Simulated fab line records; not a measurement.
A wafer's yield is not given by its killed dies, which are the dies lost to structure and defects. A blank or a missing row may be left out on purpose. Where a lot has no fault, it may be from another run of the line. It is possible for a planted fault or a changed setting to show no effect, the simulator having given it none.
fab line records | flow nand_harc
record: lots: 14 | wafers: 42 | last_day: 24
route steps=1159 shown A_M1@1039 A_BONDPAD@1059
lots untouched by any fault: they come from a run of this same line in which no faults occurred
start_h: hours from the record's first day to the start of the lot's first wafer shown | wait_h: hours elapsed since this lot's preceding step | " unchanged from the row above | L1.1+2: a single row standing in for several wafers | - no value, or no start given | * or withheld: withheld | < > ~ a bound
route shown NAME@n: names a module that has steps shown in the file, with the first one's number in the route | usual: the fault-free wafers' mean and standard deviation | same: alike in all rows | chamber/n: place in a boat | sites: per-site readings | _std_site: the standard deviation of these | _edge_site: inner sites' mean taken away from outer sites' mean | radius_mm: how far each site lies from the wafer's centre | mask NAME#n: copy n | behind: the most recent tool/chamber to have shaped the wafer | hold: reason for holding the lot/hours on hold/outcome of the hold | device: transistor that didn't switch, given as n, p or np | end of line: the route-end tests of the same wafers | step lacking rows: just its recipe | killed: count of dies lost to structure and defects at first sort (not the wafer's yield) | map: a wafer's dies, marking killed ones x, the rest . and places with no die _
set.NAME: the run value of the setting; set.NAME@STEP: its run value at that earlier step | model.NAME: the simulator's own value behind a step, which no gauge read
route steps across a sampled set of lots; one table per step, one row per wafer
services: a tool's chamber out of use, with start hour (start_h, from the record's first day; less than 0 if before it), hours out, and reason
== steps ==
step: NHARC_A_M1_DESCUM_14
recipe: time_s: 3 | o2_flow_sccm: 200 | ar_flow_sccm: 0 | bias_power_w: 0 | chemistry: O2
usual: drypump_motor_current_A: 5.5/0.5 | oes_product_au: 1.001/0.012 | rf_vpp_V: 57.9/0.86 | showerhead_plenum_p_Torr: 1.92/0.094 | throttle_valve_pct: 11.310/0.0098
lot.wafer | tool        | chamber | start_h | wait_h | drypump_motor_current_A | oes_product_au | rf_hours_counter_h | rf_vpp_V | showerhead_plenum_p_Torr | throttle_valve_pct
L220.4    | rie_diel-11 | 3       | 394.61  | 0.1    | 5.8                     | 1.014          | 1                  | 58.7     | 1.85                     | 11.299
L220.3    | "           | 0       | "       | "      | 5.0                     | 1.005          | 1                  | 57.9     | 2.04                     | 11.317
L220.5    | "           | 3       | "       | "      | 5.8                     | 1.011          | -                  | 57.2     | 1.85                     | 11.302
L221.2    | rie_diel-11 | 1       | 400.68  | 0.1    | 4.9                     | 1.014          | 2                  | 55.7     | 1.81                     | 11.313
L221.3    | "           | 2       | "       | "      | 5.4                     | 0.998          | 2                  | 57.5     | 1.82                     | 11.306
L221.6    | "           | 2       | "       | "      | 5.4                     | 0.994          | -                  | 58.0     | 1.82                     | 11.303
L222.3    | rie_diel-13 | 3       | 418.37  | 0.1    | 5.8                     | 1.005          | 12                 | 59.1     | 1.80                     | 11.317
L222.2    | "           | 0       | "       | "      | 5.4                     | 0.998          | 11                 | 59.0     | 1.98                     | 11.314
L222.4    | "           | 1       | "       | "      | 5.2                     | 1.004          | 11                 | 58.4     | 1.90                     | 11.324
L225.1    | rie_diel-11 | 1       | 424.64  | 0.1    | 4.9                     | 1.012          | 3                  | 58.1     | 1.81                     | 11.317
L225.2    | "           | 3       | "       | "      | 5.8                     | 1.011          | 3                  | 55.5     | 1.84                     | 11.321
L225.5    | "           | 1       | "       | "      | 4.9                     | 1.011          | -                  | 57.2     | 1.81                     | 11.320
L226.1    | rie_diel-05 | 2       | 431.17  | 0.1    | 6.3                     | 1.011          | 2                  | 56.2     | 1.87                     | 11.309
L226.3    | "           | 3       | "       | "      | 4.9                     | 1.008          | 2                  | 57.8     | 2.06                     | 11.311
L226.6    | "           | 3       | "       | "      | 4.9                     | 1.009          | -                  | 57.7     | 2.06                     | 11.312
L227.1    | rie_diel-05 | 0       | 458.22  | 0.1    | 5.9                     | 0.994          | 2                  | 57.6     | 1.89                     | 11.319
L227.4    | "           | 1       | "       | "      | 4.8                     | 1.022          | 3                  | 57.5     | 1.97                     | 11.339
L227.2    | "           | 3       | "       | "      | 4.9                     | 1.016          | 3                  | 59.6     | 2.06                     | 11.314
L228.1    | rie_diel-05 | 0       | 460.65  | 0.1    | 5.9                     | 0.988          | 2                  | 58.1     | 1.89                     | 11.324
L228.4    | "           | 2       | "       | "      | 6.3                     | 1.017          | 3                  | 57.3     | 1.87                     | 11.323
L228.5    | "           | 1       | "       | "      | 4.8                     | 1.035          | -                  | 58.4     | 1.97                     | 11.318
L230.2    | rie_diel-05 | 3       | 460.88  | 0.1    | 4.9                     | 1.004          | 3                  | 60.1     | 2.06                     | 11.289
L230.1    | "           | 0       | "       | "      | 5.9                     | 0.983          | 2                  | 56.0     | 1.89                     | 11.312
L230.5    | "           | 3       | "       | "      | 4.9                     | 1.003          | -                  | 58.7     | 2.06                     | 11.312
L232.2    | rie_diel-13 | 3       | 475.79  | 0.1    | 5.9                     | 1.009          | 1                  | 57.0     | 1.80                     | 11.316
L232.5    | "           | 2       | "       | "      | 5.9                     | 0.986          | -                  | 59.3     | 2.05                     | 11.312
L232.6    | "           | 3       | "       | "      | 5.9                     | 1.000          | -                  | 58.0     | 1.80                     | 11.311
L236.1    | rie_diel-05 | 1       | 494.05  | 0.1    | 4.8                     | 1.013          | 4                  | 58.1     | 1.97                     | 11.300
L236.3    | "           | 0       | "       | "      | 5.9                     | 0.991          | 3                  | 57.3     | 1.88                     | 11.307
L236.5    | "           | 1       | "       | "      | 4.7                     | 1.018          | -                  | 57.2     | 1.97                     | 11.303
L237.1    | rie_diel-05 | 3       | 502.63  | 0.1    | 4.9                     | 1.000          | 5                  | 58.2     | 2.06                     | 11.311
L237.2    | "           | 0       | "       | "      | 5.9                     | 0.983          | 4                  | 57.6     | 1.89                     | 11.309
L237.5    | "           | 0       | "       | "      | 5.9                     | 0.995          | -                  | 57.8     | 1.89                     | 11.308
L240.1    | rie_diel-05 | 0       | 513.19  | 0.1    | 5.9                     | 1.001          | 4                  | 57.7     | 1.88                     | 11.311
L240.3    | "           | 2       | "       | "      | 6.3                     | 1.006          | 5                  | 58.3     | 1.87                     | 11.302
L240.6    | "           | 3       | "       | "      | 4.9                     | 1.011          | -                  | 57.9     | 2.06                     | 11.285
L241.2    | rie_diel-11 | 3       | 523.98  | 0.1    | 5.8                     | 1.005          | 10                 | 57.7     | 1.84                     | 11.296
L241.4    | "           | 0       | "       | "      | 5.1                     | 0.994          | -                  | 59.2     | 2.03                     | 11.312
L241.6    | "           | 2       | "       | "      | 5.4                     | 0.992          | -                  | 56.3     | 1.81                     | 11.312
L243.4    | rie_diel-05 | 3       | 538.06  | 0.1    | 4.9                     | 0.999          | 0                  | 58.7     | 2.06                     | 11.310
L243.3    | "           | 0       | "       | "      | 5.9                     | 0.985          | 0                  | 56.7     | 1.88                     | 11.305
L243.5    | "           | 2       | "       | "      | 6.3                     | 0.994          | -                  | 57.8     | 1.87                     | 11.316
step: NHARC_A_M1_STRIP_18
recipe: power_w: 1000 | n2_flow_sccm: 150 | h2_flow_sccm: 150 | ar_flow_sccm: 0 | bias_w: 0 | chemistry: N2/H2
usual: drypump_motor_current_A: 5.5/0.47 | oes_product_au: 1.001/0.012 | rf_vpp_V: 90.7/1.1 | showerhead_plenum_p_Torr: 2.05/0.1 | throttle_valve_pct: 14.172/0.0078
lot.wafer | tool        | chamber | start_h | wait_h | drypump_motor_current_A | oes_product_au | rf_hours_counter_h | rf_vpp_V | showerhead_plenum_p_Torr | throttle_valve_pct
L220.4    | rie_diel-11 | 3       | 395.01  | 0.1    | 5.8                     | 1.010          | 1                  | 91.8     | 1.96                     | 14.175
L220.3    | "           | 0       | "       | "      | 5.0                     | 1.005          | 1                  | 92.4     | 2.17                     | 14.164
L220.5    | "           | 3       | "       | "      | 5.8                     | 1.004          | -                  | 89.8     | 1.96                     | 14.187
L221.3    | rie_diel-11 | 2       | 401.12  | 0.1    | 5.4                     | 0.996          | 2                  | 89.5     | 1.93                     | 14.168
L221.2    | "           | 3       | "       | "      | 5.8                     | 1.009          | 2                  | 90.1     | 1.97                     | 14.176
L221.6    | "           | 0       | "       | "      | 5.0                     | 1.004          | -                  | 92.6     | 2.17                     | 14.168
L222.4    | rie_diel-13 | 3       | 418.78  | 0.1    | 5.8                     | 1.003          | 12                 | 89.0     | 1.92                     | 14.177
L222.2    | "           | 0       | "       | "      | 5.4                     | 0.997          | 11                 | 90.6     | 2.12                     | 14.181
L222.3    | "           | 1       | "       | "      | 5.2                     | 0.991          | 11                 | 91.2     | 2.03                     | 14.170
L225.2    | rie_diel-13 | 1       | 425.03  | 0.1    | 5.2                     | 1.000          | 11                 | 89.5     | 2.03                     | 14.177
L225.1    | "           | 0       | "       | "      | 5.4                     | 1.000          | 11                 | 91.4     | 2.12                     | 14.174
L225.5    | "           | 1       | "       | "      | 5.2                     | 1.000          | -                  | 90.4     | 2.03                     | 14.174
L226.1    | rie_diel-05 | 2       | 431.60  | 0.1    | 6.3                     | 1.010          | 2                  | 90.0     | 2.00                     | 14.162
L226.3    | "           | 3       | "       | "      | 4.9                     | 1.005          | 2                  | 91.5     | 2.20                     | 14.170
L226.6    | "           | 3       | "       | "      | 4.9                     | 0.997          | -                  | 91.4     | 2.20                     | 14.163
L227.2    | rie_diel-11 | 2       | 458.63  | 0.1    | 5.4                     | 1.003          | 5                  | 90.0     | 1.93                     | 14.168
L227.4    | "           | 3       | "       | "      | 5.8                     | 1.010          | 5                  | 90.7     | 1.96                     | 14.180
L227.1    | "           | 0       | "       | "      | 5.1                     | 1.016          | 5                  | 91.0     | 2.17                     | 14.166
L228.1    | rie_diel-05 | 3       | 461.03  | 0.1    | 4.9                     | 1.002          | 3                  | 91.9     | 2.20                     | 14.163
L228.4    | "           | 0       | "       | "      | 5.9                     | 0.978          | 2                  | 89.9     | 2.01                     | 14.163
L228.5    | "           | 0       | "       | "      | 5.9                     | 0.990          | -                  | 91.2     | 2.01                     | 14.170
L230.2    | rie_diel-05 | 2       | 461.41  | 0.1    | 6.3                     | 1.016          | 3                  | 90.0     | 2.00                     | 14.159
L230.1    | "           | 0       | "       | "      | 5.9                     | 0.986          | 3                  | 90.0     | 2.01                     | 14.165
L230.5    | "           | 2       | "       | "      | 6.3                     | 1.002          | -                  | 90.1     | 2.00                     | 14.184
L232.2    | rie_diel-11 | 0       | 476.18  | 0.1    | 5.0                     | 1.021          | 6                  | 90.3     | 2.17                     | 14.180
L232.5    | "           | 3       | "       | "      | 5.8                     | 1.003          | -                  | 90.5     | 1.96                     | 14.170
L232.6    | "           | 0       | "       | "      | 5.0                     | 1.010          | -                  | 91.9     | 2.17                     | 14.170
L236.1    | rie_diel-13 | 1       | 494.46  | 0.1    | 5.2                     | 0.993          | 2                  | 90.1     | 2.02                     | 14.176
L236.3    | "           | 3       | "       | "      | 5.9                     | 1.005          | 2                  | 90.6     | 1.91                     | 14.160
L236.5    | "           | 1       | "       | "      | 5.2                     | 0.999          | -                  | 89.7     | 2.02                     | 14.186
L237.2    | rie_diel-13 | 1       | 503.07  | 0.1    | 5.2                     | 1.008          | 3                  | 89.3     | 2.02                     | 14.171
L237.1    | "           | 3       | "       | "      | 5.8                     | 1.011          | 3                  | 90.0     | 1.91                     | 14.170
L237.5    | "           | 3       | "       | "      | 5.9                     | 1.009          | -                  | 89.5     | 1.91                     | 14.174
L240.3    | rie_diel-13 | 3       | 513.62  | 0.1    | 5.9                     | 1.007          | 5                  | 89.7     | 1.91                     | 14.178
L240.1    | "           | 0       | "       | "      | 5.4                     | 1.000          | 5                  | 89.9     | 2.11                     | 14.169
L240.6    | "           | 1       | "       | "      | 5.2                     | 0.999          | -                  | 90.8     | 2.02                     | 14.165
L241.2    | rie_diel-11 | 2       | 524.41  | 0.1    | 5.4                     | 1.008          | 10                 | 88.8     | 1.93                     | 14.164
L241.6    | "           | 2       | "       | "      | 5.4                     | 1.009          | -                  | 89.7     | 1.93                     | 14.172
L241.4    | "           | 0       | "       | "      | 5.0                     | 1.000          | -                  | 92.0     | 2.17                     | 14.172
L243.4    | rie_diel-11 | 1       | 538.44  | 0.1    | 4.9                     | 1.005          | 9                  | 90.0     | 1.92                     | 14.171
L243.3    | "           | 3       | "       | "      | 5.8                     | 1.014          | 11                 | 92.1     | 1.96                     | 14.173
L243.5    | "           | 1       | "       | "      | 4.9                     | 1.001          | -                  | 90.5     | 1.92                     | 14.166
step: NHARC_A_M1_ECD_22
recipe: target_thk_a: 4000 | bath_temp_c: 25 | material: Cu
lot.wafer  | tool      | chamber | start_h | wait_h
L220.4+3+5 | ecd_cu-02 | 0,1,1   | 396.12  | -
L221.2+3+6 | ecd_cu-01 | 1       | 402.08  | -
L222.2+3+4 | ecd_cu-02 | 0,1,0   | 419.84  | -
L225.1+2+5 | ecd_cu-02 | 0,1,0   | 426.06  | -
L226.1+3+6 | ecd_cu-01 | 0,1,1   | 432.74  | -
L227.2+1+4 | ecd_cu-02 | 0,1,0   | 459.66  | -
L228.1+4+5 | ecd_cu-02 | 1       | 462.10  | -
L230.1+2+5 | ecd_cu-01 | 0,1,1   | 462.39  | -
L232.2+6+5 | ecd_cu-01 | 0,1,0   | 477.21  | -
L236.1+3+5 | ecd_cu-02 | 0,1,0   | 495.50  | -
L237.1+2+5 | ecd_cu-01 | 0,1,0   | 504.14  | -
L240.1+3+6 | ecd_cu-02 | 1,0,1   | 514.57  | -
L241.2+4+6 | ecd_cu-01 | 0,1,1   | 525.49  | -
L243.4+3+5 | ecd_cu-01 | 0,1,1   | 539.92  | -
step: NHARC_A_M1_CMP_23
recipe: t_overpolish_s: 20 | target_thk_nm: 154.34
usual: motor_current_A: 11.9/0.88 | time_to_endpoint_s: 29.5/2.6
lot.wafer | tool   | chamber | start_h | wait_h | motor_current_A | time_to_endpoint_s
L220.3    | cmp-04 | 1       | 396.77  | -      | 12.2            | 27.6
L220.4    | "      | 3       | "       | "      | 11.0            | 26.6
L220.5    | "      | 1       | "       | "      | 11.1            | 27.2
L221.3    | cmp-01 | 0       | 402.81  | -      | 12.0            | 34.1
L221.2    | "      | 2       | "       | "      | 12.9            | 32.2
L221.6    | "      | 1       | "       | "      | 11.6            | 31.1
L222.3    | cmp-04 | 0       | 420.52  | -      | 11.7            | 30.5
L222.4    | "      | 1       | "       | "      | 11.2            | 25.3
L222.2    | "      | 2       | "       | "      | 12.2            | 26.7
L225.1    | cmp-03 | 2       | 426.81  | -      | 10.3            | 32.1
L225.2    | "      | 0       | "       | "      | 12.1            | 27.7
L225.5    | "      | 1       | "       | "      | 13.2            | 28.7
L226.1    | cmp-01 | 0       | 433.45  | -      | 11.9            | 31.6
L226.3    | "      | 2       | "       | "      | 12.2            | 27.7
L226.6    | "      | 1       | "       | "      | 11.4            | 28.8
L227.1    | cmp-01 | 0       | 460.38  | -      | 12.1            | 32.6
L227.4    | "      | 2       | "       | "      | 12.6            | 30.5
L227.2    | "      | 3       | "       | "      | 11.6            | 28.9
L228.1    | cmp-01 | 3       | 462.85  | -      | 11.9            | 26.0
L228.4    | "      | 2       | "       | "      | 13.3            | 28.9
L228.5    | "      | 3       | "       | "      | 11.3            | 27.5
L230.2    | cmp-03 | 3       | 463.20  | -      | 12.3            | 32.2
L230.1    | "      | 0       | "       | "      | 12.8            | 25.8
L230.5    | "      | 1       | "       | "      | 14.4            | 29.6
L232.2    | cmp-03 | 2       | 477.98  | -      | 10.0            | 32.8
L232.5    | "      | 3       | "       | "      | 12.1            | 35.9
L232.6    | "      | 0       | "       | "      | 12.3            | 30.4
L236.1    | cmp-01 | 1       | 496.17  | -      | 10.8            | 29.6
L236.3    | "      | 3       | "       | "      | 11.4            | 12.1
L236.5    | "      | 2       | "       | "      | 12.8            | 27.9
L237.2    | cmp-03 | 0       | 504.89  | -      | 12.8            | 27.0
L237.1    | "      | 1       | "       | "      | 14.0            | 31.1
L237.5    | "      | 3       | "       | "      | 12.9            | 35.6
L240.1    | cmp-04 | 1       | 515.32  | -      | 12.4            | 28.6
L240.3    | "      | 2       | "       | "      | 12.4            | 12.4
L240.6    | "      | 2       | "       | "      | 12.1            | 14.1
L241.2    | cmp-03 | 3       | 526.29  | -      | 12.2            | 31.4
L241.4    | "      | 0       | "       | "      | 13.1            | 25.9
L241.6    | "      | 1       | "       | "      | 13.3            | 24.7
L243.4    | cmp-01 | 0       | 540.55  | -      | 11.6            | 32.7
L243.3    | "      | 3       | "       | "      | 11.5            | 29.1
L243.5    | "      | 1       | "       | "      | 11.2            | 29.3
step: NHARC_A_BONDPAD_DEP_00
recipe: target_thk_a: 2500 | temp_c: 370 | target_thk_nm: 250 | pressure_torr: 3 | flow_sccm: 200 | rf_w: 450 | material: SiCN
usual: heater_power_w: 576/81 | susceptor_temp_C: 370.01/0.24
lot.wafer | tool     | chamber | start_h | wait_h | heater_power_w | since_wet_clean_h | susceptor_temp_C
L220.3    | pecvd-04 | 2       | 397.91  | -      | 578            | 9                 | 370.16
L220.5    | "        | 2       | "       | "      | 585            | -                 | 369.96
L220.4    | "        | 0       | "       | "      | 531            | -                 | 369.91
L221.2    | pecvd-02 | 2       | 403.99  | -      | 698            | 57                | 370.45
L221.3    | "        | 0       | "       | "      | 735            | 57                | 370.15
L221.6    | "        | 1       | "       | "      | 610            | -                 | 369.85
L222.2    | pecvd-02 | 1       | 422.18  | -      | 655            | 75                | 369.91
L222.3    | "        | 0       | "       | "      | 648            | 75                | 369.98
L222.4    | "        | 2       | "       | "      | 640            | -                 | 370.03
L225.1    | pecvd-04 | 0       | 427.96  | -      | 527            | 39                | 369.91
L225.2    | "        | 2       | "       | "      | 532            | 39                | 370.04
L225.5    | "        | 2       | "       | "      | 535            | -                 | 369.91
L226.3    | pecvd-03 | 0       | 434.62  | -      | 580            | 129               | 370.05
L226.1    | "        | 1       | "       | "      | 499            | 129               | 370.07
L226.6    | "        | 1       | "       | "      | 529            | -                 | 370.15
L227.1    | pecvd-02 | 2       | 461.56  | -      | 675            | 114               | 369.86
L227.2    | "        | 0       | "       | "      | 758            | 114               | 369.96
L227.4    | "        | 2       | "       | "      | 690            | -                 | 370.10
L228.1    | pecvd-03 | 0       | 464.07  | -      | 525            | 159               | 370.72
L228.4    | "        | 2       | "       | "      | 488            | -                 | 369.74
L228.5    | "        | 1       | "       | "      | 615            | -                 | 369.68
L230.2    | pecvd-04 | 0       | -       | -      | 542            | 75                | 369.88
L230.1    | "        | 2       | "       | "      | 557            | 75                | 370.04
L230.5    | "        | 0       | "       | "      | 545            | -                 | 370.25
L232.2    | pecvd-02 | 0       | 479.15  | -      | 746            | 132               | 370.15
L232.6    | "        | 1       | "       | "      | 564            | -                 | 370.16
L232.5    | "        | 2       | "       | "      | 684            | -                 | 369.96
L236.1    | pecvd-02 | 0       | 497.39  | -      | 728            | 150               | 370.09
L236.5    | "        | 1       | "       | "      | 606            | -                 | 369.92
L237.2    | pecvd-03 | 2       | 506.03  | -      | 513            | 20                | 370.01
L237.1    | "        | 1       | "       | "      | 504            | 20                | 369.80
L237.5    | "        | 1       | "       | "      | 509            | -                 | 369.93
L240.1    | pecvd-04 | 2       | 516.49  | -      | 568            | 127               | 370.03
L241.2    | pecvd-03 | 1       | -       | -      | 503            | 41                | 370.31
L241.4    | "        | 2       | "       | "      | 492            | -                 | 370.10
L241.6    | "        | 0       | "       | "      | 535            | -                 | 369.97
L243.3    | pecvd-02 | 1       | 541.76  | -      | 618            | 14                | 369.87
L243.5    | "        | 0       | "       | "      | 732            | -                 | 369.94
L243.4    | "        | 2       | "       | "      | 590            | -                 | 369.88
== services ==
tool        | chamber | start_h | hours | kind
cmp-01      | -       | 375.61  | 4.0   | pm
ecd_cu-02   | -       | 377.07  | 1.6   | repair
cmp-01      | -       | 410.16  | 4.3   | repair
rie_diel-05 | 0       | 415.93  | 11.9  | repair
rie_diel-05 | 0       | 428.79  | 9.7   | repair
cmp-01      | -       | 435.86  | 0.5   | repair
rie_diel-05 | 1       | 437.75  | 1.6   | repair
ecd_cu-02   | -       | 446.16  | 3.1   | repair
ecd_cu-01   | -       | 448.75  | 8.0   | pm
cmp-03      | -       | 450.15  | 4.0   | pm
rie_diel-13 | -       | 453.00  | 9.0   | pm
rie_diel-11 | -       | 471.22  | 0.8   | repair
cmp-01      | -       | 473.63  | 4.0   | pm
rie_diel-05 | 1       | 477.45  | 9.4   | repair
cmp-01      | -       | 480.07  | 0.4   | repair
pecvd-02    | -       | 483.35  | 0.3   | repair
rie_diel-05 | 1       | 496.11  | 7.8   | repair
rie_diel-13 | 2       | 500.29  | 4.7   | repair
pecvd-02    | -       | 515.23  | 13.0  | pm
rie_diel-05 | -       | 517.61  | 9.0   | pm
rie_diel-11 | 1       | 520.78  | 6.3   | repair
rie_diel-13 | -       | 530.90  | 1.9   | repair
ecd_cu-02   | -       | 536.69  | 8.0   | pm
rie_diel-11 | -       | 538.83  | 0.6   | repair
== key ==
first_sign: step: NHARC_A_M1_CMP_23 | reading: time_to_endpoint_s | direction: down | sigmas: 6.4 | usual: * | struck: *
effect none on later readings
met_at NHARC_A_M1_ECD_22
struck_lots L236,L240
struck_wafers L236.3,L240.3,L240.6
later_rows_left_out L236.3,L240.3,L240.6
sort_left_out L236.3,L240.3,L240.6
not_acting_at NHARC_A_M1_DESCUM_14,NHARC_A_M1_STRIP_18,NHARC_A_BONDPAD_DEP_00
onset_between 462.10 495.50
fault: kind: process_parameter_drift | tool: ecd_cu-02 | chamber: - | onset_h: 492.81 | steps: NHARC_A_M1_ECD_22 | channel: target_thk_a | offset: * | shape: step | end_h: 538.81 | scope: struck_wafers_only | acts_in: * | stated: *
sort_left_out: the simulated sort isn't trusted on such a fault, so these wafers' sort isn't shown, and their yield isn't known
later_rows_left_out: the simulator's readings of these wafers behind a module that went badly wrong aren't trusted and aren't shown, but for the sort
